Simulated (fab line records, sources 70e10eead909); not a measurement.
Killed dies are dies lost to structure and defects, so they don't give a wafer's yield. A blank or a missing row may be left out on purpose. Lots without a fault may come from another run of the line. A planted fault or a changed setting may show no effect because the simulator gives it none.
A struck lot beside a sound one | flow nand_harc | 16 steps out of a route of 1302
Sound: wafers L855.1, L855.4, L855.5. Struck: wafers L857.2, L857.3, L857.5. The cause comes at the end.
At each step with rows: each side's tool, then ch and its chambers, then its first start. Under that, the readings that differ: sound wafers | struck wafers | difference of the means | sigmas: that difference in standard deviations of wafers without a fault.
alike: readings whose means differ by less than 2 such deviations, and words and numbers that are the same on both sides. not compared: withheld readings, readings that some wafer has no value for, bounds like >300 that may hide the same value, and numbers for which the record gives no deviation and whose values overlap.
The two part at a step that has a row with sigmas, a row that says differs or no value, or rows on one side only. Numbers that don't overlap but have no deviation are shown without sigmas and don't part them. A reading that every wafer of one side lacks parts them only if that side has two wafers or more.

NHARC_A_WL_FILL_ALD_10: deposits SiO2, target thk 50 nm, pulse time 10 s, ald cycles 500.
  sound on ald_hk-03 ch 1,2,3, day 21 22:14; struck on ald_hk-04 ch 0,1,2, day 23 04:46
  alike: heater_power_w, precursor_pulse_height_rel
NHARC_A_WL_FILL_ETCHBACK_16: etches the open film in C4F8/O2/Ar, target depth 120 nm, time 24 s.
  sound on rie_diel-06 ch 1,2; struck on rie_diel-06 ch 0,2
  alike: bias_w, oes_product_au, rf_vpp_V
  not compared: rf_hours_counter_h
then, 1 step without rows for these wafers: NHARC_A_WL_FILL_STRIP_29 (strips in O2, time 20 s).
NHARC_A_WL_FILL_ETCHBACK_17: etches the open film in Cl2/BCl3, target depth 4 nm, time 26.7 s.
  sound on rie_metal-01 ch 1, day 22 03:08; struck on rie_metal-02 ch 1, day 23 09:36
  reading               | sound             | struck            | difference | sigmas
  oes_product_au (a.u.) | 0.982 0.981 0.983 | 1.018 1.030 1.027 | +0.043     | +4
  alike: drypump_motor_current_A
  not compared: rf_hours_counter_h
then, 3 steps without rows for these wafers: NHARC_A_WL_FILL_PRECLEAN_18 (cleans in dHF, time 30 s); NHARC_A_WL_FILL_SRD_21; NHARC_A_WL_FILL_CVD_23 (deposits poly-Si, target thk 40 nm, time 800 s).
NHARC_A_WL_FILL_ETCHBACK_26: etches the open film in HBr, target depth 52 nm, time 13.3 s.
  sound on rie_si-03 ch 0,1,3, day 22 08:19; struck on rie_si-05 ch 1,3, day 23 14:51
  alike: bias_w, drypump_motor_current_A, oes_product_au, throttle_valve_pct
  not compared: rf_hours_counter_h
then, 2 steps without rows for these wafers: NHARC_A_WL_FILL_PRECLEAN_30 (cleans in dHF, time 10 s); NHARC_A_WL_FILL_SRD_14.
NHARC_A_WL_FILL_ALD_19: deposits TiN, target thk 2 nm, pulse time 3 s, ald cycles 100.
  sound on ald_metal-04 ch 0,1, day 22 08:35; struck on ald_metal-02 ch 0,3, day 23 15:07
  alike: heater_power_w, precursor_pulse_height_rel
then, 1 step without rows for these wafers: NHARC_A_WL_FILL_CVD_20 (deposits W, target thk 100 nm, time 74 s).
NHARC_A_WL_FILL_CMP_12: polishes, t overpolish 30 s, target thk 100 nm.
  sound on cmp-03 ch 2,3, day 22 08:59; struck on cmp-03 ch 0,1,2, day 23 15:29
  no value came back on the struck wafers for edge_zone_pressure_frac, motor_current_A (A), overpolish_run_s (s), time_to_endpoint_s (s); on the sound wafers edge_zone_pressure_frac reads 0.998 0.993 1.001
then, 1 step without rows for these wafers: NHARC_A_WL_FILL_SRD_31.
NHARC_A_WL_FILL_INSPECT_15:
  sound on defect_inspect-01, day 22 09:26; struck on defect_inspect-01, day 23 15:58
  reading          | sound       | struck         | difference | sigmas
  raw_defect_count | 323 394 362 | 2628 2669 2508 | +2242      | +17
-- the record jumps here: 3 days lie between the struck wafers' starts before and after (it left off in module A_WL_FILL and takes up again in module END, whose first step shown is number 1302 of the route) --
NHARC_END_SORT_01:
  the record has rows for the struck wafers here (prober-02 ch 0, day 27 01:37) and none for the sound ones

WHERE THEY PART
First at NHARC_A_WL_FILL_ETCHBACK_17; last, within this record, at NHARC_END_SORT_01.

WHY: what the simulator had put in
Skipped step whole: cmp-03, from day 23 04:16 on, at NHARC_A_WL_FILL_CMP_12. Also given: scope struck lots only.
